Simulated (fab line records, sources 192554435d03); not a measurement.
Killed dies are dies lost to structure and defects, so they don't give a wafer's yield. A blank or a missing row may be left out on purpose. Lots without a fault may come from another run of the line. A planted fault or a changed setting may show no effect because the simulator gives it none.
A struck lot beside a sound one | flow n5_finfet | 15 steps out of a route of 1938
Sound: wafers L126.2, L126.5, L126.6. Struck: wafer L112.6. (L112.4 of the same lot was not struck and is left out.) The cause comes at the end.
At each step with rows: each side's tool, then ch and its chambers, then its first start. Under that, the readings that differ: sound wafers | struck wafers | difference of the means | sigmas: that difference in standard deviations of wafers without a fault.
alike: readings whose means differ by less than 2 such deviations, and words and numbers that are the same on both sides. not compared: withheld readings, readings that some wafer has no value for, bounds like >300 that may hide the same value, and numbers for which the record gives no deviation and whose values overlap.
The two part at a step that has a row with sigmas, a row that says differs or no value, or rows on one side only. Numbers that don't overlap but have no deviation are shown without sigmas and don't part them. A reading that every wafer of one side lacks parts them only if that side has two wafers or more.

first, 2 steps without rows for these wafers: N5_BEOL_M2_PEB_09 (peb time 60 s); N5_BEOL_M2_DEVELOP_10 (develop time 30 s).
N5_BEOL_M2_CD_MEAS_11: target cd 16.79 nm.
  sound on cd_sem-03 ch 0, day 12 08:02; struck on cd_sem-02 ch 0, day 8 07:38
  alike: cd_nm
N5_BEOL_M2_OVL_MEAS_12:
  sound on overlay-02 ch 0, day 12 08:05; struck on overlay-01 ch 0, day 8 07:41
  reading     | sound         | struck | difference | sigmas
  M2_OVL (nm) | 0.6 -0.4 -0.1 | 1.8    | +1.8       | +3
N5_BEOL_M2_INSPECT_13: inspects for defects (brightfield).
  sound on defect_inspect-01, day 12 08:08; struck on defect_inspect-01, day 8 07:44
  alike: raw_defect_count
N5_BEOL_M2_DESCUM_16: chemistry O2, time 7 s.
  sound on rie_diel-01 ch 0,2, day 12 08:28; struck on rie_diel-03 ch 1, day 8 07:46
  reading                | sound             | struck | difference | sigmas
  throttle_valve_pct (%) | 20.70 20.68 20.46 | 20.15  | -0.46      | -2
  alike: drypump_motor_current_A, oes_product_au, rf_vpp_V, showerhead_plenum_p_Torr
  not compared: rf_hours_counter_h
N5_BEOL_M2_ETCH_74: etches underlayer in N2/H2, target depth 6.5 nm, time 5.2 s.
  sound on rie_diel-01 ch 0,2, day 12 08:31; struck on rie_diel-03 ch 1, day 8 07:48
  alike: drypump_motor_current_A, etch_rf_on_time_s, oes_product_au, rf_vpp_V, showerhead_plenum_p_Torr, throttle_valve_pct
  not compared: rf_hours_counter_h
N5_BEOL_M2_ETCH_63: etches SiARC in CF4, target depth 15.6 nm, time 26 s.
  sound on rie_diel-01 ch 0,2, day 12 08:31; struck on rie_diel-03 ch 1, day 8 07:49
  alike: drypump_motor_current_A, etch_rf_on_time_s, oes_product_au, rf_vpp_V, showerhead_plenum_p_Torr, throttle_valve_pct
  not compared: rf_hours_counter_h
N5_BEOL_M2_ETCH_64: etches SOC in N2/H2, target depth 75 nm, overetch 22.5 nm, time 121.9 s.
  sound on rie_diel-01 ch 0,2, day 12 08:33; struck on rie_diel-03 ch 1, day 8 07:50
  alike: drypump_motor_current_A, oes_product_au, rf_vpp_V, showerhead_plenum_p_Torr, throttle_valve_pct
  not compared: rf_hours_counter_h
then, 3 steps without rows for these wafers: N5_BEOL_M2_STRIP_65 (strips in N2/H2); N5_BEOL_M2_STRIP_75 (strips in N2/H2); N5_BEOL_M2_STRIP_66 (strips in CF4).
N5_BEOL_M2_HM_OPEN_17: chemistry Cl2/BCl3, target TiN, target depth 20 nm, overetch 6 nm.
  sound on rie_metal-03 ch 0,1, day 12 08:43; struck on rie_metal-01 ch 0, day 8 08:03
  reading                                  | sound          | struck | difference | sigmas
  model.SOC_of_BEOL_M2_COAT_61.thk_nm (nm) | 52.2 52.4 51.8 | 49.4   | -2.7       |
  alike: drypump_motor_current_A, he_backside_leak_sccm, oes_product_au, throttle_valve_pct
  not compared: rf_hours_counter_h, model.BEOL_M2.cd_offset_nm
N5_BEOL_M2_STRIP_19: strips in O2.
  sound on rie_diel-04 ch 1,2, day 12 09:01; struck on rie_diel-04 ch 3, day 8 08:08
  reading               | sound          | struck | difference | sigmas
  oes_product_au (a.u.) | 0.81 0.81 0.93 | 0.70   | -0.15      | -2
  alike: drypump_motor_current_A, rf_vpp_V, showerhead_plenum_p_Torr, throttle_valve_pct
  not compared: rf_hours_counter_h
N5_BEOL_M4_RC_MEAS_101:
  sound on prober-01 ch 0, day 13 14:21; struck on prober-02 ch 0, day 9 19:56
  alike: DIBL_N, DIBL_P, IOFF_N, IOFF_P, ION_N, ION_P, SS_N, SS_P, VT_N, VT_P

WHERE THEY PART
First at N5_BEOL_M2_OVL_MEAS_12; last, within this record, at N5_BEOL_M2_STRIP_19. Later steps at which nothing parts them and some readings are alike: N5_BEOL_M4_RC_MEAS_101.

WHY: what the simulator had put in
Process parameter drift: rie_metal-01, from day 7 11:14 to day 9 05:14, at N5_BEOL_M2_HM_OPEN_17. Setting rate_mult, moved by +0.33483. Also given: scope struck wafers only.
